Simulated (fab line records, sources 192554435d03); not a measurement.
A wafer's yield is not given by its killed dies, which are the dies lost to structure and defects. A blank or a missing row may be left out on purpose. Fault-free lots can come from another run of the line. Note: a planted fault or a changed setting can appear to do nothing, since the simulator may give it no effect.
Split-lot experiment + flow n5 finfet + route with 1938 steps; 7 lots, 21 wafers read

THE SPLIT ITSELF
At N5_BEOL_M1_TRENCH_ETCH_37 (etches SiOC in C4F6/O2, target depth 55.207 nm, time 29 s), the setting source w was moved away from the recipe's 355 W on 8 of the 21 wafers read, by -16.8% to +6.5%. For the rest of the wafers, this setting stayed at what the recipe calls for.

The reading is taken at the split's own step.

THE READING
rf vpp V, in V, at N5_BEOL_M1_TRENCH_ETCH_37 (etches SiOC in C4F6/O2, target depth 55.207 nm, time 29 s). On this fab line, fault-free wafers typically give 662 V with a standard deviation of 10 V.

| wafer  | tool, chamber at the split | source w as run, W | against the recipe | rf vpp V, V | against lot-mates on the recipe |
|--------|----------------------------|--------------------|--------------------|-------------|---------------------------------|
| L076.3 | rie diel-01, 2             | 355                | recipe             | 656         | -                               |
| L076.4 | rie diel-01, 0             | 295.4              | -16.8%             | 729         | +69                             |
| L076.6 | rie diel-01, 0             | 355                | recipe             | 664         | -                               |
| L077.1 | rie diel-01, 2             | 355                | recipe             | 658         | -                               |
| L077.2 | rie diel-01, 1             | 355                | recipe             | 671         | -                               |
| L077.6 | rie diel-01, 0             | 355                | recipe             | 664         | -                               |
| L079.2 | rie diel-03, 3             | 355                | recipe             | 682         | -                               |
| L079.4 | rie diel-03, 0             | 325.9              | -8.2%              | 674         | +12                             |
| L079.6 | rie diel-03, 1             | 355                | recipe             | 642         | -                               |
| L081.2 | rie diel-02, 0             | 378                | +6.5%              | 643         | -22                             |
| L081.3 | rie diel-02, 2             | 378                | +6.5%              | 641         | -24                             |
| L081.6 | rie diel-02, 0             | 355                | recipe             | 665         | -                               |
| L080.1 | rie diel-01, 1             | 321.1              | -9.5%              | 706         | +43                             |
| L080.4 | rie diel-01, 2             | 321.1              | -9.5%              | 689         | +26                             |
| L080.5 | rie diel-01, 0             | 355                | recipe             | 663         | -                               |
| L084.2 | rie diel-01, 3             | 355                | recipe             | 657         | -                               |
| L084.4 | rie diel-01, 3             | 355                | recipe             | 655         | -                               |
| L084.6 | rie diel-01, 0             | 313.6              | -11.7%             | 707         | +51                             |
| L085.1 | rie diel-01, 3             | 355                | recipe             | 654         | -                               |
| L085.3 | rie diel-01, 2             | 309.9              | -12.7%             | 703         | +49                             |
| L085.6 | rie diel-01, 3             | 355                | recipe             | 654         | -                               |

FIT RESULTS
A straight line over all 21 wafers: rf vpp V changes by -3.58 V for each +1% of source w; r = -0.92; the points scatter about the line by 9.4 V.
The same after taking each lot's own level away (the mean of its wafers on the recipe; 21 wafers): -3.77 V for each +1%; r = -0.94; scatter 8.9 V.
Per that fit: largest source w move, reading shift of 63 V.
The lots' own levels span 654.0 to 665.0 V, that is 1.1 times the standard deviation above.
Hence the lot-to-lot level has little effect on the slope; both slopes agree.
Check: with one of the wafers moved furthest among these (-16.8%) left out of the fit, the line predicts +60.5 V for it against its lot-mates. Against them it came out at +69 V.
Tool readings at the split's step, against how far the setting was moved: rf vpp V r = -0.92.

THESE WAFERS: OTHER SPLITS
Note: prior to the reading, these wafers also went through further splits. Each is held against what the fit with the lots' levels taken away leaves over:
| other split on the same wafers | wafers away from the commonest value | r with rf vpp V (lot level and that fit taken away) |
|--------------------------------|--------------------------------------|-----------------------------------------------------|
| N5_BEOL_M1_COAT_05 spin rpm    | 7                                    | +0.24                                               |
| N5_BEOL_M1_VIA_ETCH_34 time s  | 4                                    | +0.14                                               |

THE WHOLE CHAIN: every reading that the file lists as answering this split, in the file's order
| step                      | what it does                                              | reading                                                                   | change (the file's fit)               | r (the file's) |
|---------------------------|-----------------------------------------------------------|---------------------------------------------------------------------------|---------------------------------------|----------------|
| N5_BEOL_M1_TRENCH_ETCH_37 | etches SiOC in C4F6/O2, target depth 55.207 nm, time 29 s | rf vpp V                                                                  | -3.8 V for each +1% of the setting    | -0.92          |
| N5_BEOL_M1_TRENCH_ETCH_37 | etches SiOC in C4F6/O2, target depth 55.207 nm, time 29 s | etch.depth nm (the simulator's own value, which no gauge read)            | +0.267 nm for each +1% of the setting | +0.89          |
| N5_BEOL_M1_TRENCH_ETCH_37 | etches SiOC in C4F6/O2, target depth 55.207 nm, time 29 s | BEOL_M1.feature depth nm (the simulator's own value, which no gauge read) | +0.27 nm for each +1% of the setting  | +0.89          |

FILE'S OWN FIT
rf vpp V changes by -3.8 V for each +1% of source w, r = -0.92.
